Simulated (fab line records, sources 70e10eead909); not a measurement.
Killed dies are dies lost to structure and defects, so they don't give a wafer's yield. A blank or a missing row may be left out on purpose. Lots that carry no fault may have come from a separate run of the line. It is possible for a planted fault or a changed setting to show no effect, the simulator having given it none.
Which tool did it? | flow nand_harc | at 1 step of a route of 1302, 6 lots with 18 wafers sampled

WHAT EACH GAUGE READ, for each wafer
NHARC_A_CONTACT_INSPECT_44.
lot  | measured     | on                | raw_defect_count
L202 | day 21 19:37 | defect_inspect-01 | 138 96 95
L203 | day 22 12:21 | defect_inspect-01 | 71 75 65
L210 | day 25 13:01 | defect_inspect-01 | 129 127 114
L213 | day 26 08:18 | defect_inspect-02 | 132 136 148
L214 | day 27 15:13 | defect_inspect-02 | 70 60 73
L222 | day 30 16:26 | defect_inspect-02 | 102 79 96

WHICH TOOL RAN EACH LOT (tool, then ch and the chambers of the sampled wafers, then the start)
There is no process step in the record ahead of these readings.

THE ANSWER, worked out from the rows above alone
Rule: what is usual is taken from the lots themselves. Put in order of their means at a reading, lots are off if they are a third of the lots or fewer, leave a main group of 4 or more, and stand apart from it by a gap of 3 or more times the standard deviation of the main group's means; of several such gaps the widest counts. A main group whose means are all the same, to the digits that the tables above print for the reading, isn't used. A lot without any number at a reading at which 4 lots or more have one is off too. Where the step has rows for the other lots, those lots are counted as sound.
Nothing can be told from this: no lot is off at any reading shown.

WHAT WAS PUT IN BY THE SIMULATOR
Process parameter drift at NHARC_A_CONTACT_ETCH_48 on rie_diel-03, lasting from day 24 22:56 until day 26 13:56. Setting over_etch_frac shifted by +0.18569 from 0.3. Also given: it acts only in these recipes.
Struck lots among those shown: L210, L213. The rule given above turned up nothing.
